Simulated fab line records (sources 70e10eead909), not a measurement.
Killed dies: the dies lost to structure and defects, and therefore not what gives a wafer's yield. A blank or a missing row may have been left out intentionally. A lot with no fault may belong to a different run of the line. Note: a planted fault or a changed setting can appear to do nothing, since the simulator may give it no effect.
Struck lot and sound lot, side by side | flow nand-harc | 19 out of 1302 route steps
Sound: wafers L354.3, L354.5, L354.6. Struck: wafers L359.2, L359.4. Last of all comes the cause.
At each step with rows: each side's tool, then ch and its chambers, then its first start. Under that, the readings that differ: sound wafers | struck wafers | difference of the means | sigmas: that difference in standard deviations of wafers without a fault.
alike: readings with means less than 2 such deviations apart, plus words and numbers identical on both sides. not compared: withheld readings, readings lacking a value on some wafer, bounds such as >300 that could conceal the same value, and numbers that have no deviation in the record and whose values overlap.
Wherever a step has rows on one side only, a row that says differs or no value, or a row with sigmas, the two part there. Non-overlapping numbers with no deviation appear without sigmas and do not part them. A reading that every wafer of one side lacks parts them only if that side has two wafers or more.

NHARC_A_BLC_CMP_25: polishes, t overpolish 30 s, target thk 150 nm.
  sound on cmp-03 ch 1,2,3, day 25 03:32; struck on cmp-01 ch 0,1, day 28 01:40
  reading             | sound          | struck    | difference | sigmas
  motor-current-A (A) | 10.2 11.2 11.6 | 13.9 14.1 | +3.0       | +3
  alike: overpolish-run-s, time-to-endpoint-s
then, 9 steps without rows for these wafers: NHARC_A_BLC_SRD_27; NHARC_A_M0_DEP_00 (deposits SiOC, target thk 150 nm); NHARC_A_M0_DEHYDRATE_01 (time 120 s); NHARC_A_M0_HMDS_02 (time 30 s); NHARC_A_M0_COAT_33 (time 65 s); NHARC_A_M0_COAT_03 (resist thk 90 nm); NHARC_A_M0_SOFTBAKE_04 (time 55 s); NHARC_A_M0_EBR_05; NHARC_A_M0_EXPOSE_06 (exposes mask A M0, target cd 80 nm).
NHARC_A_M0_PEB_07: peb time 65 s.
  sound on litho-track-01 ch 0, day 25 04:41; struck on litho-track-01 ch 0, day 28 02:55
  reading                  | sound                | struck      | difference | sigmas
  heater-power-total-W (W) | 155.9 156.3 156.3    | 152.5 152.5 | -3.7       | -8
  plate-temp-C (C)         | 100.07 100.15 100.07 | 98.15 98.57 | -1.74      | -14
then, 1 step without rows for these wafers: NHARC_A_M0_DEVELOP_08 (develop time 35 s).
NHARC_A_M0_CD_MEAS_09 targets a cd of 80 nm.
  sound on cd-sem-01 ch 0, day 25 04:46; struck on cd-sem-02 ch 0, day 28 03:00
  reading    | sound          | struck    | difference | sigmas
  cd-nm (nm) | 79.0 79.1 79.3 | 73.5 73.3 | -5.7       | -11
NHARC_A_M0_OVL_MEAS_10: pitch 160 nm.
  sound on overlay-02, day 25 04:52; struck on overlay-01, day 28 03:05
  reading           | sound          | struck  | difference | sigmas
  overlay-y-nm (nm) | -1.1 -1.0 -0.6 | 0.9 0.9 | +1.8       | +3
  alike: overlay-x-nm
NHARC_A_M0_DESCUM_14: chemistry O2, time 3 s.
  sound on rie-diel-02 ch 0,2,3, day 25 04:58; struck on rie-diel-02 ch 0,2, day 28 03:11
  reading               | sound             | struck      | difference | sigmas
  model.A_M0.cd-nm (nm) | 79.27 78.66 79.44 | 73.55 73.01 | -5.84      |
  alike: drypump-motor-current-A, oes-product-au, rf-vpp-V, showerhead-plenum-p-Torr, throttle-valve-pct
  not compared: rf-hours-counter-h
NHARC_A_M0_ETCH_34: etches the open film in N2/H2, target depth 40 nm, overetch 12 nm, time 43.94 s.
  sound on rie-diel-02 ch 1,2,3, day 25 05:03; struck on rie-diel-02 ch 1,3, day 28 03:17
  alike: bias-w, drypump-motor-current-A, oes-product-au, rf-vpp-V, showerhead-plenum-p-Torr, throttle-valve-pct
  not compared: rf-hours-counter-h
NHARC_A_M0_ETCH_15: etches the open film in C4F8/Ar, target depth 150 nm, overetch 15 nm, time 82.5 s.
  sound on rie-diel-02 ch 0,1; struck on rie-diel-02 ch 1,2
  reading               | sound             | struck      | difference | sigmas
  oes-product-au (a.u.) | 0.990 0.997 0.984 | 0.929 0.936 | -0.058     | -3
  model.A_M0.cd-nm (nm) | 79.77 79.04 79.63 | 73.83 73.37 | -5.88      |
  alike: bias-w, rf-vpp-V
  not compared: rf-hours-counter-h
NHARC_A_M0_CD_MEAS_16:
  sound on cd-sem-02, day 25 05:16; struck on cd-sem-01, day 28 03:29
  reading    | sound          | struck    | difference | sigmas
  cd-nm (nm) | 79.5 79.1 79.6 | 73.5 73.3 | -6.0       | -10
NHARC_END_SORT_01:
  sound on prober-02 ch 0, day 27 03:16; struck on prober-01 ch 0, day 29 23:56
  alike: killed-at-array, killed-at-other, killed-at-periphery, killed-dies, killed-open, killed-short

## WHERE THEY PART
At NHARC_A_BLC_CMP_25 first; at NHARC_A_M0_CD_MEAS_16 last (within this record only). Later steps at which nothing parts them and some readings are alike: NHARC_END_SORT_01.

WHY: what the simulator had put in
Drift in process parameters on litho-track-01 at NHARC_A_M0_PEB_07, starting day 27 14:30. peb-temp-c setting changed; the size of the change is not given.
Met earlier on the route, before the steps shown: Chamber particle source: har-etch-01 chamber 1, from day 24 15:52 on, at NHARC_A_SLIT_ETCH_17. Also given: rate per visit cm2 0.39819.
